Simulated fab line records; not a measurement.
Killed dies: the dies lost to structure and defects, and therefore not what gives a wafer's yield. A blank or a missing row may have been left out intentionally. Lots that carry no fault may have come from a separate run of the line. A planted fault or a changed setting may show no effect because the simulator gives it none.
Matching of chambers	flow nandHarc	cmp-03 running NHARC_A_CONTACT_CMP_20: 4 sister chambers
The step polishes, t overpolish 30 s, target thk 300 nm. 4 wafers are shown with their chamber, then 9 later ones without.

## WAFERS PAIRED WITH THEIR CHAMBERS
wafer	chamber	motorCurrentA (A)
L081.5	3	11.9
L085.1	0	12.1
L085.2	2	11.2
L085.4	1	12.4

## WAFERS WITHOUT THEIR CHAMBER
wafer	motorCurrentA (A)
L089.1	12.3
L089.2	11.9
L089.5	12.6
L092.1	12.2
L092.3	13.0
L092.4	11.0
L096.1	11.9
L096.2	11.3
L096.4	12.5

## WHICH CHAMBER EACH ONE RAN IN
wafer	from the rows above	in truth
L089.1	can't be placed: 1 or 0 or 3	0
L089.2	can't be placed: 3 or 0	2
L089.5	can't be placed: 1 or 0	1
L092.1	can't be placed: 0 or 1 or 3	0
L092.3	can't be placed: 1 or 0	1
L092.4	2	2
L096.1	can't be placed: 3 or 0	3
L096.2	2	2
L096.4	can't be placed: 1 or 0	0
Correctly placed: 2 of 9. Unplaceable from these rows: 7, with the true chamber sitting among the candidates in 6. Wrongly placed: 0.
How it was worked out, from the rows above alone: a wafer's distance from a chamber is the root of the sum, over the readings, of the square of ((its reading less the chamber's mean) divided by the reading's scatter). The wafer belongs to the nearest chamber; if the next one is less than 2 further off, it can't be placed. For every chamber, the mean is computed from those of its wafers that are shown. The scatter (one wafer shown for each chamber): square how far every hidden wafer sits from the nearest shown wafer, average those squares and take the square root.
